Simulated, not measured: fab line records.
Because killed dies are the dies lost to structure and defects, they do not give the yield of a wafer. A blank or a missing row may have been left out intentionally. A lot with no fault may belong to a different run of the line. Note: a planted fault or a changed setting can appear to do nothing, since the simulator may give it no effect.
2 desks, one fault | flow n5Finfet | every desk sees just its own numbers, and what lay behind them comes last

THE METROLOGY DESK
Lot by lot, what the gauges showed, no matter which tool ran the lot: averages of those sampled wafers that carry a number. Any lot whose mean is over 4 standard deviations away from the usual mean is out of limits and marked OUT; that distance is given in the brackets. 7 of its 14 readings are shown, namely those furthest out on some lot.
Columns: A = DIBL_N at N5_BEOL_M4_RC_MEAS_101, usual 36.5 mV/V; B = IOFF_P at N5_BEOL_M4_RC_MEAS_101, usual 0.221 nA/um; C = SS_N at N5_BEOL_M4_RC_MEAS_101, usual 71.6 mV/dec; D = SS_P at N5_BEOL_M4_RC_MEAS_101, usual 73.3 mV/dec; E = M10_THK at N5_BEOL_M10_THK_MEAS_53, usual 139.9 nm; F = cdNm at N5_BEOL_M11_CD_MEAS_18, usual 69.9 nm; G = trenchDepthNm at N5_BEOL_M11_OCD_MEAS_38, usual 148.3 nm
lot  | first seen here | A    | B     | C    | D    | E     | F    | G
L468 | day 8 15:49     | 37.4 | 0.210 | 71.7 | 73.3 | 142.1 | 69.9 | 146.2
L476 | day 11 17:20    | 35.7 | 0.203 | 71.4 | 73.1 | 139.0 | 70.1 | 149.6
L478 | day 12 02:00    | 36.8 | 0.231 | 71.9 | 73.6 | 139.4 | 70.1 | 147.4
L479 | day 13 00:14    | 36.6 | 0.205 | 72.3 | 74.0 | 137.8 | 69.6 | 145.6
L480 | day 13 02:02    | 37.9 | 0.262 | 72.6 | 73.4 | 138.1 | 70.2 | 150.2
L481 | day 13 02:37    | 36.6 | 0.235 | 71.6 | 73.0 | 139.7 | 69.5 | 149.1
L489 | day 16 01:32    | 36.7 | 0.196 | 71.7 | 73.1 | 140.5 | 70.0 | 147.8
L488 | day 16 04:32    | 37.0 | 0.202 | 71.7 | 73.4 | 142.5 | 69.1 | 147.6
L491 | day 16 07:52    | 38.3 | 0.247 | 72.2 | 74.3 | 137.8 | 70.1 | 144.8
This desk's finding: nothing out of limits on any of the 9 lots.

TOOL OWNER'S DESK, rieDiel-02
The tool's own readings at N5_BEOL_M11_ETCH_62 (etches SOC in N2/H2, target depth 110 nm, overetch 22 nm, time 165 s): means of the sampled wafers that have a number, for each lot that ran on this tool. Any lot whose mean is over 4 standard deviations away from the usual mean is out of limits and marked OUT; that distance is given in the brackets.
Columns: A = drypumpMotorCurrentA at N5_BEOL_M11_ETCH_62, usual 5.7 A; B = n2FlowSccm at N5_BEOL_M11_ETCH_62, usual 200.0 sccm; C = oesProductAu at N5_BEOL_M11_ETCH_62, usual 0.65 a.u.; D = rfVppV at N5_BEOL_M11_ETCH_62, usual 522.9 V; E = showerheadPlenumPTorr at N5_BEOL_M11_ETCH_62, usual 2.50 Torr; F = throttleValvePct at N5_BEOL_M11_ETCH_62, usual 17.94 %
lot  | first seen here | A   | B     | C    | D     | E    | F
L468 | day 12 04:44    | 6.0 | 200.5 | 0.68 | 521.0 | 2.46 | 17.87
L478 | day 14 08:46    | 5.6 | 200.2 | 0.68 | 522.4 | 2.49 | 17.86
L479 | day 15 04:55    | 5.8 | 200.1 | 0.59 | 521.4 | 2.44 | 18.02
L480 | day 15 12:59    | 5.4 | 199.6 | 0.65 | 523.5 | 2.52 | 17.84
L481 | day 15 16:35    | 5.9 | 200.0 | 0.58 | 520.6 | 2.42 | 17.93
L489 | day 18 12:13    | 5.9 | 200.0 | 0.64 | 521.3 | 2.43 | 18.02
L491 | day 18 19:33    | 5.5 | 199.6 | 0.66 | 522.9 | 2.47 | 18.00
L488 | day 19 01:45    | 5.5 | 199.9 | 0.66 | 521.0 | 2.47 | 18.00
This desk's finding: nothing out of limits on any of the 8 lots.

PUT TOGETHER
From the metrology desk's view, nothing was out of limits.
Nothing out of limits was seen by the tool owner's desk.

WHAT THE SIMULATOR HAD PUT IN
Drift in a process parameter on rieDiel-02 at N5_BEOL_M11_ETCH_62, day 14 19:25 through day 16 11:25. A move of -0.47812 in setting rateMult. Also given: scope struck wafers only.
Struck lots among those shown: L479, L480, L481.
